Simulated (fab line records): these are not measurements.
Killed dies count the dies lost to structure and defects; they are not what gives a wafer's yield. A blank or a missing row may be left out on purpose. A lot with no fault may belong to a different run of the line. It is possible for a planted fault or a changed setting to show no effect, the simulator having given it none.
What tool caused it? :: flow n5Finfet :: 11 lots, 33 wafers sampled, at 4 steps of a route of 1938

WHAT THE GAUGES READ, wafer by wafer
N5_BEOL_M12_CD_MEAS_10: the cd target is 140 nm.
lot: L788
measured: day 11 14:32
on: cdSem-01
cdNm (nm): 139.0 141.1 139.0

lot: L792
measured: day 12 05:05
on: cdSem-03
cdNm (nm): 139.8 141.1 138.6

lot: L791
measured: day 13 01:56
on: cdSem-01
cdNm (nm): 139.8 141.3 140.5

lot: L795
measured: day 13 15:22
on: cdSem-02
cdNm (nm): 139.5 140.1 140.3

lot: L794
measured: day 13 22:46
on: cdSem-01
cdNm (nm): 139.3 139.8 142.1

lot: L797
measured: day 14 05:13
on: cdSem-03
cdNm (nm): 139.5 138.0 140.6

lot: L798
measured: day 14 23:22
on: cdSem-03
cdNm (nm): 138.7 139.1 137.8

lot: L800
measured: day 15 10:27
on: cdSem-02
cdNm (nm): 141.1 141.9 139.3

lot: L807
measured: day 16 17:34
on: cdSem-03
cdNm (nm): 139.4 139.2 138.6

lot: L808
measured: day 16 21:06
on: cdSem-03
cdNm (nm): 141.2 138.4 141.2

lot: L809
measured: day 17 15:01
on: cdSem-03
cdNm (nm): 140.1 141.1 141.5

TOOL THAT RAN EACH LOT (tool first, then ch and the chambers of the sampled wafers, then the start)
lot: L788
N5_BEOL_M11_DEGAS_44: pvdSputter-01, day 11 12:15
N5_BEOL_M11_PRE_CLEAN_45: pvdSputter-01, day 11 12:17
N5_BEOL_M12_COAT_58: lithoTrack-03 ch 0, day 11 14:08

lot: L792
N5_BEOL_M11_DEGAS_44: pvdSputter-02, day 12 02:33
N5_BEOL_M11_PRE_CLEAN_45: pvdSputter-02, day 12 02:35
N5_BEOL_M12_COAT_58: lithoTrack-03 ch 0, day 12 04:48

lot: L791
N5_BEOL_M11_DEGAS_44: pvdSputter-02, day 12 23:52
N5_BEOL_M11_PRE_CLEAN_45: pvdSputter-02, day 12 23:55
N5_BEOL_M12_COAT_58: lithoTrack-03 ch 0, day 13 01:40

lot: L795
N5_BEOL_M11_DEGAS_44: pvdSputter-01, day 13 12:55
N5_BEOL_M11_PRE_CLEAN_45: pvdSputter-01, day 13 12:57
N5_BEOL_M12_COAT_58: lithoTrack-02 ch 0, day 13 14:59

lot: L794
N5_BEOL_M11_DEGAS_44: pvdSputter-01, day 13 20:13
N5_BEOL_M11_PRE_CLEAN_45: pvdSputter-01, day 13 20:15
N5_BEOL_M12_COAT_58: lithoTrack-03 ch 0, day 13 22:29

lot: L797
N5_BEOL_M11_DEGAS_44: pvdSputter-01, day 14 02:14
N5_BEOL_M11_PRE_CLEAN_45: pvdSputter-01, day 14 02:17
N5_BEOL_M12_COAT_58: lithoTrack-02 ch 0, day 14 04:49

lot: L798
N5_BEOL_M11_DEGAS_44: pvdSputter-01, day 14 20:17
N5_BEOL_M11_PRE_CLEAN_45: pvdSputter-01, day 14 20:20
N5_BEOL_M12_COAT_58: lithoTrack-02 ch 0, day 14 23:05

lot: L800
N5_BEOL_M11_DEGAS_44: pvdSputter-02, day 15 08:15
N5_BEOL_M11_PRE_CLEAN_45: pvdSputter-02, day 15 08:17
N5_BEOL_M12_COAT_58: lithoTrack-02 ch 0, day 15 10:11

lot: L807
N5_BEOL_M11_DEGAS_44: pvdSputter-01, day 16 13:45
N5_BEOL_M11_PRE_CLEAN_45: pvdSputter-01, day 16 13:47
N5_BEOL_M12_COAT_58: lithoTrack-03 ch 0, day 16 17:10

lot: L808
N5_BEOL_M11_DEGAS_44: pvdSputter-03, day 16 18:01
N5_BEOL_M11_PRE_CLEAN_45: pvdSputter-03, day 16 18:03
N5_BEOL_M12_COAT_58: lithoTrack-01 ch 0, day 16 20:50

lot: L809
N5_BEOL_M11_DEGAS_44: pvdSputter-02, day 17 12:16
N5_BEOL_M11_PRE_CLEAN_45: pvdSputter-02, day 17 12:18
N5_BEOL_M12_COAT_58: lithoTrack-01 ch 0, day 17 14:44
- N5_BEOL_M11_DEGAS_44: time 60 s.
- N5_BEOL_M11_PRE_CLEAN_45: time 30 s.
- N5_BEOL_M12_COAT_58: time 60 s, resist thk 89 nm.

AS READ BY THE TOOLS THEMSELVES (means over the sampled wafers that have a number; for cases with no such wafer, the mark the record gives instead)
N5_BEOL_M11_DEGAS_44.
lot: L788
tool: pvdSputter-01
heaterPowerW (W): 333

lot: L792
tool: pvdSputter-02
heaterPowerW (W): 335

lot: L791
tool: pvdSputter-02
heaterPowerW (W): 364

lot: L795
tool: pvdSputter-01
heaterPowerW (W): 309

lot: L794
tool: pvdSputter-01
heaterPowerW (W): 307

lot: L797
tool: pvdSputter-01
heaterPowerW (W): 327

lot: L798
tool: pvdSputter-01
heaterPowerW (W): 336

lot: L800
tool: pvdSputter-02
heaterPowerW (W): 352

lot: L807
tool: pvdSputter-01
heaterPowerW (W): 324

lot: L808
tool: pvdSputter-03
heaterPowerW (W): 323

lot: L809
tool: pvdSputter-02
heaterPowerW (W): 324

N5_BEOL_M11_PRE_CLEAN_45.
lot: L788
tool: pvdSputter-01
heaterPowerW (W): 338

lot: L792
tool: pvdSputter-02
heaterPowerW (W): 342

lot: L791
tool: pvdSputter-02
heaterPowerW (W): 368

lot: L795
tool: pvdSputter-01
heaterPowerW (W): 309

lot: L794
tool: pvdSputter-01
heaterPowerW (W): 309

lot: L797
tool: pvdSputter-01
heaterPowerW (W): 323

lot: L798
tool: pvdSputter-01
heaterPowerW (W): 333

lot: L800
tool: pvdSputter-02
heaterPowerW (W): 349

lot: L807
tool: pvdSputter-01
heaterPowerW (W): 326

lot: L808
tool: pvdSputter-03
heaterPowerW (W): 320

lot: L809
tool: pvdSputter-02
heaterPowerW (W): 325

N5_BEOL_M12_COAT_58.
lot: L788
tool: lithoTrack-03
chillPlateTempC (C): 23.03
plateTempC (C): 205.09
spinSpeedRpm (rpm): 1501.1

lot: L792
tool: lithoTrack-03
chillPlateTempC (C): 22.90
plateTempC (C): 205.09
spinSpeedRpm (rpm): 1499.9

lot: L791
tool: lithoTrack-03
chillPlateTempC (C): 23.13
plateTempC (C): 205.25
spinSpeedRpm (rpm): 1499.7

lot: L795
tool: lithoTrack-02
chillPlateTempC (C): 23.06
plateTempC (C): 204.80
spinSpeedRpm (rpm): 1499.8

lot: L794
tool: lithoTrack-03
chillPlateTempC (C): 22.94
plateTempC (C): 204.97
spinSpeedRpm (rpm): 1500.0

lot: L797
tool: lithoTrack-02
chillPlateTempC (C): 23.04
plateTempC (C): 205.00
spinSpeedRpm (rpm): 1500.6

lot: L798
tool: lithoTrack-02
chillPlateTempC (C): 23.13
plateTempC (C): 204.94
spinSpeedRpm (rpm): 1232.3

lot: L800
tool: lithoTrack-02
chillPlateTempC (C): 22.99
plateTempC (C): 204.84
spinSpeedRpm (rpm): 1231.8

lot: L807
tool: lithoTrack-03
chillPlateTempC (C): 22.94
plateTempC (C): 205.05
spinSpeedRpm (rpm): 1499.8

lot: L808
tool: lithoTrack-01
chillPlateTempC (C): 22.94
plateTempC (C): 205.02
spinSpeedRpm (rpm): 1500.5

lot: L809
tool: lithoTrack-01
chillPlateTempC (C): 23.10
plateTempC (C): 205.09
spinSpeedRpm (rpm): 1500.4

THE ANSWER, worked out from the rows above alone
Rule: what is usual is taken from the lots themselves. Put in order of their means at a reading, lots are off if they are a third of the lots or fewer, leave a main group of 4 or more, and stand apart from it by a gap of 3 or more times the standard deviation of the main group's means; of several such gaps the widest counts. A main group is skipped when, at the precision printed for the reading in the tables above, its means are all equal. A lot without any number at a reading at which 4 lots or more have one is off too. Any other lot the step has rows for is counted as sound. Order of review: gauges by route order, followed by the tools' own readings, for which a lot's mean as printed above is used. The first step at which some lot is off is used, and at that step the reading that is off furthest; a lot without a number counts as furthest.
Off: L798, L800, at N5_BEOL_M12_COAT_58 (spinSpeedRpm). Mean 1500.2 rpm and standard deviation 0.45 in the main group.
A tool fits if, at that step or a process step before it, it ran every lot that is off, and no sound lot after the first of them. One fits: N5_BEOL_M12_COAT_58 on lithoTrack-02. Its last sound lot is L797 (day 14 04:49), its first lot that is off L798 (day 14 23:05): a fault that began between those two fits.
The tool's own readings at N5_BEOL_M12_COAT_58 bear it out: on the lots that are off they differ by more than 5 times the standard deviation of the sound lots' means. spinSpeedRpm reads 1232.0 rpm there against 1500.2 rpm on the sound lots.

WHAT THE SIMULATOR HAD INSERTED
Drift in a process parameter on lithoTrack-02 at N5_BEOL_M12_COAT_58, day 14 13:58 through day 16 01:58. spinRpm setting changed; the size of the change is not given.
Shown lots that were struck: L798, L800. The rule above reached the same finding.
